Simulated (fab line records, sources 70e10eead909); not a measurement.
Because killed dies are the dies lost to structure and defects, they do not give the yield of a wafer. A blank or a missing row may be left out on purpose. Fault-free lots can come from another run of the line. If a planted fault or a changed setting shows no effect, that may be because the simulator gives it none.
Chamber matching ; flow nand-harc ; rie-si-04 running NHARC_A_CHANNEL_FILL_D2_ETCHBACK_19: 4 sister chambers
The step etches the open film in HBr/Cl2, target depth 5 nm, time 1.7 s. 14 wafers are shown with their chamber, then 7 later ones without.

WAFERS, EACH WITH ITS CHAMBER
wafer;chamber;drypump-motor-current-A (A);oes-product-au (a.u.);throttle-valve-pct (%)
L194.1;3;6.0;1.011;26.411
L194.3;1;5.9;1.017;26.423
L194.4;0;5.1;1.009;26.411
L195.1;2;5.5;0.994;26.409
L195.5;0;5.1;0.998;26.405
L195.6;3;6.1;0.990;26.421
L197.1;2;5.5;0.990;26.399
L197.4;3;6.0;0.992;26.401
L197.6;2;5.4;0.986;26.391
L203.2;1;5.9;1.013;26.416
L203.3;2;5.5;0.985;26.407
L203.6;2;5.4;0.990;26.397
L205.3;3;6.1;0.997;26.410
L205.4;1;5.9;1.013;26.405

SIGNATURES (averages over the wafers above)
reading;chamber 0;chamber 1;chamber 2;chamber 3;scatter within a chamber
drypump-motor-current-A;5.100;5.900;5.460;6.050;0.0469
oes-product-au;1.00350;1.01433;0.98900;0.99750;0.00626
throttle-valve-pct;26.40800;26.41467;26.40060;26.41075;0.00776
Rule: distance of a wafer from a chamber = root of the sum over the readings of ((wafer's reading minus chamber's mean) / reading's scatter) squared. If the next closest chamber is less than 2 further off than the closest, the wafer can't be placed; otherwise it belongs to the closest. How the scatter is found: for the shown wafers, subtract from each reading the mean of its chamber, square and add these, divide the total by (wafers less chambers), then take the root.

WAFERS WHOSE CHAMBER IS MISSING
wafer;drypump-motor-current-A (A);oes-product-au (a.u.);throttle-valve-pct (%)
L205.6;5.1;0.992;26.409
L207.3;6.0;0.991;26.400
L207.4;5.4;0.990;26.414
L207.6;5.4;0.983;26.405
L212.4;5.9;1.001;26.392
L212.5;5.1;0.979;26.396
L212.6;5.5;1.000;26.393

WHICH CHAMBER EACH WENT THROUGH
wafer;from the rows above;in truth
L205.6;0;0
L207.3;3;3
L207.4;2;2
L207.6;2;2
L212.4;can't be placed: 1 or 3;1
L212.5;0;0
L212.6;2;2
Correct placement for 6 of the 7. Unplaceable from these rows: 1, with the true chamber sitting among the candidates in 1. Placed wrongly: 0.
